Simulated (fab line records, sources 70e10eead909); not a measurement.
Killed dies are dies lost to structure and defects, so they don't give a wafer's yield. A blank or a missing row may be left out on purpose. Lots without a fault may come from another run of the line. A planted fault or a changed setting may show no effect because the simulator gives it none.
fab line records | flow nand_harc
record lots=11 wafers=33 last_day=33
route steps=1302 shown A_STAIRCASE@701 END@1302
lots that met no fault: from a run of the same line without faults
start_h: hours from the record's first day to the start of the lot's first wafer shown | wait_h: hours since the lot's step before | " the same as in the row above | L1.1+2: a row that stands for several wafers | - no value, or no start given | * or withheld: withheld | < > ~ a bound
route shown NAME@n: a module of which the file shows steps, and the number in the route of the first | usual: mean/standard deviation of fault-free wafers | same: alike in all rows | chamber/n: place in a boat | sites: the reading at each site | _std_site: their standard deviation | _edge_site: outer sites' mean less inner sites' | radius_mm: how far each site lies from the wafer's centre | mask NAME#n: copy n | behind: the tool/chamber that last shaped the wafer | hold: why the lot was held/for how many hours/how that ended | device: the transistor (n, p or np) that didn't switch | end of line: the same wafers' tests at the end of the route | a step without rows: its recipe alone | killed: dies lost to structure and defects at the first sort, not the wafer's yield | map: a wafer's dies, x killed, . not, _ none there
set.NAME: the setting as run; set.NAME@STEP: as run at that earlier step | model.NAME: the simulator's own value behind a step, which no gauge read
steps of the route over a sample of lots; a table a step, a row a wafer
services: from which hour (start_h, from the record's first day; less than 0 if before it) a tool's chamber was out of use, for how many hours, and why
## steps
# step NHARC_A_STAIRCASE_TRIM_187
# recipe time_s=211.2 o2_flow_sccm=500 ar_flow_sccm=0 bias_w=0 chemistry=O2
# usual drypump_motor_current_A=5.9/0.5 o2_flow_sccm=499.9/1.6 oes_product_au=1.000/0.0088 rf_vpp_V=57.5/0.85 showerhead_plenum_p_Torr=3.43/0.074 throttle_valve_pct=17.036/0.0082
# same bias_w=0
# columns lot.wafer tool chamber start_h wait_h drypump_motor_current_A o2_flow_sccm oes_product_au rf_hours_counter_h rf_vpp_V showerhead_plenum_p_Torr throttle_valve_pct
L937.3 rie_diel-08 2 365.07 0.1 5.9 499.5 1.005 60 58.5 3.50 17.048
L937.2 " 3 " " 6.2 502.8 1.006 62 57.3 3.34 17.018
L937.5 " 1 " " 4.8 499.9 0.998 - 57.4 3.48 17.036
L936.1 rie_diel-04 3 365.91 0.1 5.6 498.0 0.990 0 57.8 3.35 17.039
L936.2 " 0 " " 6.5 498.4 0.998 1 57.9 3.55 17.026
L936.5 " 2 " " 6.7 497.2 0.999 - 57.7 3.37 17.045
L938.3 rie_diel-11 2 381.03 0.1 6.4 499.5 1.011 37 58.7 3.38 17.049
L938.5 " 1 " " 5.8 500.5 1.003 - 58.5 3.46 17.038
L938.6 " 2 " " 6.4 498.1 1.013 - 58.9 3.38 17.035
L939.4 rie_diel-11 1 391.94 0.1 5.9 500.8 0.994 39 57.6 3.46 17.037
L939.3 " 0 " " 5.5 500.4 0.997 40 58.8 3.54 17.030
L939.5 " 1 " " 5.9 502.5 0.997 - 57.3 3.46 17.028
L947.1 rie_diel-04 1 465.24 0.1 5.8 500.9 0.992 32 57.6 3.49 17.036
L947.3 " 2 " " 6.7 499.6 1.021 29 57.6 3.35 17.036
L947.6 " 1 " " 5.8 498.8 1.002 - 57.8 3.49 17.043
L946.2 rie_diel-04 3 465.42 0.1 5.6 498.5 1.008 27 55.8 3.34 17.019
L946.6 " 3 " " 5.6 499.2 1.001 - 57.8 3.34 17.041
L946.5 " 0 " " 6.5 500.2 1.009 - 55.9 3.53 17.036
L949.4 rie_diel-04 2 476.46 0.1 6.7 498.8 1.011 32 56.0 3.35 17.030
L949.5 " 3 " " 5.6 499.6 0.989 - 57.5 3.34 17.029
L949.6 " 0 " " 6.4 497.7 0.999 - 56.2 3.53 17.054
L956.1 rie_diel-11 0 557.29 0.1 5.5 500.0 1.002 42 56.4 3.51 17.024
L956.2 " 1 " " 5.8 498.5 1.003 40 56.7 3.44 17.045
L956.5 " 0 " " 5.5 501.3 1.014 - 57.8 3.51 17.024
L957.2 rie_diel-08 2 570.34 0.1 5.9 500.1 0.992 3 56.9 3.46 17.039
L957.1 " 1 " " 4.8 497.7 0.990 3 57.2 3.45 17.040
L957.5 " 3 " " 6.1 502.7 1.003 - 57.2 3.31 17.044
L959.1 rie_diel-04 1 578.74 0.1 5.9 500.4 1.003 9 56.8 3.47 17.039
L959.3 " 3 " " 5.6 498.1 0.990 11 57.2 3.32 17.034
L959.6 " 1 " " 5.8 498.9 0.999 - 57.7 3.47 17.043
L958.3 rie_diel-04 1 579.15 0.2 5.8 499.8 0.993 10 56.7 3.47 17.045
L958.5 " 2 " " 6.6 499.8 0.987 - 58.4 3.34 17.042
L958.6 " 3 " " 5.6 497.7 0.989 - 58.6 3.32 17.050
# step NHARC_A_STAIRCASE_ETCH_190
# recipe target_depth_a=1000 time_s=40.5 ion_energy_ev=400 c4f8_flow_sccm=20 o2_flow_sccm=10 ar_flow_sccm=withheld rf_w=600 bias_w=1000 chemistry=C4F8/O2
# usual bias_w=1000/3 oes_product_au=0.943/0.011 rf_fwd_power_W=593.5/2.3 rf_vpp_V=892.5/2.8
# columns lot.wafer tool chamber start_h wait_h bias_w oes_product_au rf_fwd_power_W rf_hours_counter_h rf_vpp_V
L937.2 rie_diel-08 0 - - 1005 0.940 592.6 54 896.1
L937.3 " 2 " " 1005 0.944 591.0 60 895.2
L937.5 " 0 " " 1006 0.943 592.5 - 894.8
L936.2 rie_diel-04 2 - - 996 0.921 592.8 1 891.2
L936.1 " 3 " " 1005 0.936 590.3 1 888.4
L936.5 " 1 " " 996 0.929 594.5 - 895.3
L938.3 rie_diel-11 3 - - 998 0.953 593.4 38 893.1
L938.5 " 0 " " 1004 0.941 594.0 - 895.6
L938.6 " 1 " " 998 0.937 596.3 - 892.6
L939.3 rie_diel-11 0 - - 998 0.924 596.2 40 897.7
L939.4 " 1 " " 995 0.941 594.5 39 892.5
L939.5 " 2 " " 1000 0.942 596.0 - 891.2
L947.3 rie_diel-04 0 - - 993 0.953 590.6 30 894.7
L947.1 " 1 " " 1001 0.936 594.7 32 895.4
L947.6 " 2 " " 1000 0.951 595.3 - 888.8
L946.2 rie_diel-04 0 - - 997 0.950 595.7 30 894.1
L946.5 " 3 " " 997 0.933 595.9 - 889.2
L946.6 " 0 " " 999 0.946 593.3 - 895.4
L949.4 rie_diel-04 2 - - 997 0.959 592.4 33 890.9
L949.6 " 2 " " 999 0.950 592.4 - 887.7
L949.5 " 3 " " 1001 0.947 591.0 - 888.8
L956.1 rie_diel-11 0 - - 1003 0.953 592.7 42 895.1
L956.2 " 3 " " 1001 0.948 593.3 44 892.1
L956.5 " 0 " " 1002 0.948 594.7 - 895.5
L957.1 rie_diel-08 2 - - 998 0.939 588.5 3 893.3
L957.2 " 0 " " 996 0.957 592.2 4 894.9
L957.5 " 1 " " 1002 0.941 592.8 - 893.6
L959.1 rie_diel-04 1 - - 1001 0.953 593.5 10 892.7
L959.3 " 2 " " 1000 0.929 591.6 11 890.2
L959.6 " 0 " " 1006 0.952 595.1 - 896.4
L958.3 rie_diel-04 2 - - 1003 0.931 591.4 11 888.5
L958.5 " 1 " " 994 0.961 594.9 - 892.3
L958.6 " 2 " " 1001 0.919 592.2 - 890.0
# step NHARC_A_STAIRCASE_ETCH_192
# recipe target_depth_a=1000 time_s=40.5 ion_energy_ev=400 c4f8_flow_sccm=20 o2_flow_sccm=10 ar_flow_sccm=withheld rf_w=600 bias_w=1000 chemistry=C4F8/O2
# usual bias_w=1000/3.1 oes_product_au=0.943/0.0097 rf_fwd_power_W=593.8/2.3 rf_vpp_V=892.7/2.9
# columns lot.wafer tool chamber start_h wait_h bias_w oes_product_au rf_fwd_power_W rf_hours_counter_h rf_vpp_V
L937.2 rie_diel-08 1 365.67 - 1000 0.960 596.7 56 893.9
L937.3 " 2 " " 994 0.947 590.6 60 896.0
L937.5 " 2 " " 994 0.942 591.6 - 894.6
L936.1 rie_diel-04 3 367.17 - 1002 0.944 591.9 1 890.1
L936.2 " 1 " " 1003 0.943 589.9 2 894.3
L936.5 " 3 " " 996 0.938 596.1 - 888.2
L938.3 rie_diel-11 3 381.65 - 1000 0.958 592.2 38 893.2
L938.5 " 0 " " 998 0.942 594.6 - 895.7
L938.6 " 1 " " 1000 0.952 595.1 - 893.2
L939.4 rie_diel-11 2 392.57 - 999 0.940 592.6 41 891.1
L939.3 " 3 " " 1002 0.941 593.8 41 892.9
L939.5 " 0 " " 1004 0.932 596.2 - 896.4
L947.3 rie_diel-04 2 465.93 - 1000 0.957 593.5 29 887.6
L947.1 " 3 " " 1002 0.943 592.3 27 890.3
L947.6 " 1 " " 998 0.940 598.4 - 893.7
L946.2 rie_diel-04 1 466.13 - 1004 0.848 498.6 32 893.6
L946.6 " 3 " " 1011 0.841 496.3 - 887.9
L946.5 " 0 " " 999 0.858 498.5 - 897.0
L949.4 rie_diel-04 1 477.03 - 999 0.852 493.6 36 895.1
L949.6 " 0 " " 1002 0.858 497.9 - 895.5
L949.5 " 1 " " 1002 0.848 498.1 - 892.3
L956.2 rie_diel-11 1 557.92 - 1006 0.931 601.3 40 891.1
L956.1 " 2 " " 1002 0.942 594.1 48 887.8
L956.5 " 3 " " 1000 0.951 594.1 - 891.8
L957.2 rie_diel-08 2 570.97 - 1000 0.946 588.5 3 892.1
L957.1 " 3 " " 1009 0.945 588.2 3 888.9
L957.5 " 1 " " 1003 0.936 594.3 - 892.3
L959.1 rie_diel-04 0 579.47 - 996 0.934 594.2 11 896.5
L959.3 " 1 " " 1000 0.946 592.8 10 892.9
L959.6 " 3 " " 1005 0.928 592.7 - 887.6
L958.3 rie_diel-04 1 579.80 - 1004 0.963 593.2 10 893.7
L958.5 " 1 " " 1000 0.956 593.9 - 894.2
L958.6 " 2 " " 1000 0.927 592.5 - 888.3
# step NHARC_A_STAIRCASE_TRIM_202
# recipe time_s=211.2 o2_flow_sccm=500 ar_flow_sccm=0 bias_w=0 chemistry=O2
# usual drypump_motor_current_A=5.9/0.5 o2_flow_sccm=499.9/1.4 oes_product_au=1.001/0.0094 rf_vpp_V=57.5/0.84 showerhead_plenum_p_Torr=3.44/0.074 throttle_valve_pct=17.036/0.009
# same bias_w=0
# columns lot.wafer tool chamber start_h wait_h drypump_motor_current_A o2_flow_sccm oes_product_au rf_hours_counter_h rf_vpp_V showerhead_plenum_p_Torr throttle_valve_pct
L937.2 rie_diel-11 1 - - 5.9 500.6 1.007 30 56.6 3.47 17.035
L937.3 " 2 " " 6.4 498.0 0.997 33 57.4 3.39 17.033
L937.5 " 3 " " 5.9 500.1 0.995 - 58.2 3.44 17.047
L936.2 rie_diel-11 0 - - 5.5 501.1 0.999 32 57.8 3.54 17.028
L936.1 " 1 " " 5.8 497.4 1.009 31 57.6 3.47 17.040
L936.5 " 0 " " 5.5 500.1 0.993 - 59.1 3.54 17.007
L938.3 rie_diel-04 3 - - 5.6 499.0 0.990 5 56.8 3.35 17.022
L938.6 " 1 " " 5.8 500.5 0.988 - 58.0 3.50 17.052
L938.5 " 2 " " 6.7 497.9 0.987 - 58.3 3.37 17.050
L939.3 rie_diel-08 2 - - 6.0 498.8 1.003 3 57.0 3.49 17.037
L939.4 " 3 " " 6.2 497.4 1.015 2 57.5 3.34 17.035
L939.5 " 2 " " 5.9 499.9 0.996 - 58.5 3.49 17.034
L947.1 rie_diel-04 0 - - 6.5 500.0 1.015 31 58.6 3.53 17.041
L947.3 " 3 " " 5.6 501.1 0.999 28 56.3 3.34 17.020
L947.6 " 1 " " 5.9 501.1 1.001 - 57.1 3.49 17.021
L946.2 rie_diel-11 0 - - 5.5 498.4 1.002 10 56.9 3.53 17.039
L946.6 " 3 " " 5.9 499.2 1.010 - 57.5 3.43 17.045
L946.5 " 0 " " 5.5 501.3 0.992 - 57.6 3.53 17.019
L949.4 rie_diel-08 2 - - 5.9 498.2 1.009 34 57.6 3.48 17.020
L949.6 " 1 " " 4.8 501.8 0.993 - 58.0 3.46 17.023
L949.5 " 2 " " 5.9 499.1 1.000 - 56.4 3.48 17.035
L956.2 rie_diel-04 2 - - 6.7 499.5 0.994 6 56.0 3.34 17.035
L956.1 " 1 " " 5.9 500.8 1.008 5 56.6 3.47 17.034
L956.5 " 3 " " 5.6 499.4 1.000 - 57.2 3.33 17.035
L957.2 rie_diel-04 1 - - 5.9 498.6 1.000 7 56.5 3.47 17.039
L957.1 " 2 " " 6.6 499.5 0.995 8 58.3 3.34 17.049
L957.5 " 3 " " 5.6 500.9 0.994 - 57.2 3.32 17.035
L959.3 rie_diel-08 1 - - 4.8 500.7 0.985 6 57.8 3.44 17.013
L959.1 " 3 " " 6.2 501.9 0.996 6 57.6 3.31 17.035
L959.6 " 1 " " 4.8 498.2 0.983 - 57.0 3.44 17.038
L958.3 rie_diel-11 2 - - 6.4 500.9 1.010 54 58.8 3.35 17.029
L958.6 " 3 " " 5.9 500.6 1.000 - 57.6 3.41 17.035
L958.5 " 0 " " 5.5 501.6 1.009 - 56.4 3.51 17.044
# step NHARC_END_SORT_01
# recipe temp_c=25
# usual killed_at_array=53/19 killed_at_other=0.8/1.2 killed_at_periphery=3.7/2.3 killed_dies=57/19 killed_open=3.2/1.7 killed_short=2.6/1.8
# same gross_dies=677
# columns lot.wafer tool chamber start_h wait_h killed_at_array killed_at_other killed_at_periphery killed_dies killed_open killed_short
L936.1 prober-01 0 579.65 2.5 78 0 2 80 3 3
L936.2 prober-01 0 580.46 2.8 55 0 2 57 5 2
L936.5 prober-01 0 582.87 3.7 72 0 6 78 5 6
L956.1 prober-01 0 779.21 2.5 45 1 7 53 7 3
L956.2 prober-01 0 779.99 2.8 63 5 6 74 8 0
L956.5 prober-01 0 782.33 3.6 55 1 4 60 3 1
# killed by level:class
L936.1 A_CHANNEL_HOLE_D1:chamber_film_flake=37 A_SLIT:chamber_film_flake=20 A_CHANNEL_HOLE_D2:chamber_film_flake=8 A_STAIRCASE:chamber_film_flake=3 A_CONTACT:chamber_film_flake=3 A_WL_FILL:chamber_film_flake=2 P_STI:geometric_particle:open=1 P_GATE:geometric_particle:open=1
L936.2 A_SLIT:chamber_film_flake=19 A_CHANNEL_HOLE_D1:chamber_film_flake=17 A_CHANNEL_HOLE_D2:chamber_film_flake=5 A_STAIRCASE:chamber_film_flake=4 A_M0:geometric_particle:open=3 A_WL_FILL:chamber_film_flake=3 P_M2:geometric_particle:open=1 A_DECK1_JOINT:geometric_particle:short=1
L936.5 A_CHANNEL_HOLE_D1:chamber_film_flake=31 A_SLIT:chamber_film_flake=18 A_CHANNEL_HOLE_D2:chamber_film_flake=6 A_CONTACT:chamber_film_flake=6 A_STAIRCASE:chamber_film_flake=3 P_GATE:geometric_particle:short=1 P_GATE:geometric_particle:open=1 P_M0:geometric_particle:short=1
L956.1 A_SLIT:chamber_film_flake=22 A_CHANNEL_HOLE_D1:chamber_film_flake=7 A_CHANNEL_HOLE_D2:chamber_film_flake=5 P_GATE:chamber_film_flake=3 A_CONTACT:chamber_film_flake=2 P_STI:geometric_particle:open=1 P_GATE:geometric_particle:short=1 P_M0:geometric_particle:open=1
L956.2 A_SLIT:chamber_film_flake=31 A_CONTACT:chamber_film_flake=8 A_CHANNEL_HOLE_D2:chamber_film_flake=7 A_CHANNEL_HOLE_D1:chamber_film_flake=6 THIN_TSV:chamber_film_flake=5 A_STAIRCASE:chamber_film_flake=3 P_GATE:geometric_particle:open=2 A_BLC:geometric_particle:open=2
L956.5 A_SLIT:chamber_film_flake=29 A_CHANNEL_HOLE_D1:chamber_film_flake=7 A_CONTACT:chamber_film_flake=7 A_CHANNEL_HOLE_D2:chamber_film_flake=3 A_BLC:geometric_particle:open=2 P_GATE:chamber_film_flake=2 P_CONTACT:chamber_film_flake=2 A_STAIRCASE:chamber_film_flake=2
## services
# columns tool chamber start_h hours kind
rie_diel-04 - 354.90 9.0 pm
rie_diel-04 0 354.90 9.0 vent_cycle
rie_diel-04 1 354.90 9.0 vent_cycle
rie_diel-04 2 354.90 9.0 vent_cycle
rie_diel-04 3 354.90 9.0 vent_cycle
rie_diel-04 0 363.90 - clean
rie_diel-04 1 363.90 - clean
rie_diel-04 2 363.90 - clean
rie_diel-04 3 363.90 - clean
rie_diel-08 - 368.68 9.0 pm
rie_diel-11 3 384.84 1.2 repair
rie_diel-04 0 388.40 - clean
rie_diel-04 1 388.40 - clean
rie_diel-04 2 388.40 - clean
rie_diel-04 3 388.40 - clean
rie_diel-04 0 412.90 - clean
rie_diel-04 1 412.90 - clean
rie_diel-04 2 412.90 - clean
rie_diel-11 1 420.84 8.0 repair
rie_diel-11 - 432.52 9.0 pm
rie_diel-11 1 496.97 9.3 repair
rie_diel-04 0 529.96 2.8 repair
rie_diel-04 - 534.62 9.0 pm
rie_diel-08 - 545.68 9.0 pm
## key
first_sign step=NHARC_A_STAIRCASE_ETCH_192 reading=rf_fwd_power_W direction=down sigmas=42 usual=* struck=*
effect step=NHARC_A_STAIRCASE_ETCH_192 reading=oes_product_au direction=down sigmas=9.5 usual=0.943 struck=0.851
met_at NHARC_A_STAIRCASE_ETCH_192
struck_lots L946,L949
tester_left_out L946,L949
not_acting_at NHARC_A_STAIRCASE_TRIM_187,NHARC_A_STAIRCASE_ETCH_190,NHARC_A_STAIRCASE_TRIM_202
onset_between 465.93 466.13
fault kind=process_parameter_drift tool=rie_diel-04 chamber=- onset_h=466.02 steps=NHARC_A_STAIRCASE_ETCH_192 channel=rf_w offset=* shape=step end_h=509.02 acts_in=* stated=*
# tester_left_out: of these lots the tester's yield and bins aren't shown, on N5 and GAA mostly nor the transistor test; their killed dies are dies lost to structure and defects alone, not to doping, threshold or leakage, so they don't give the yield
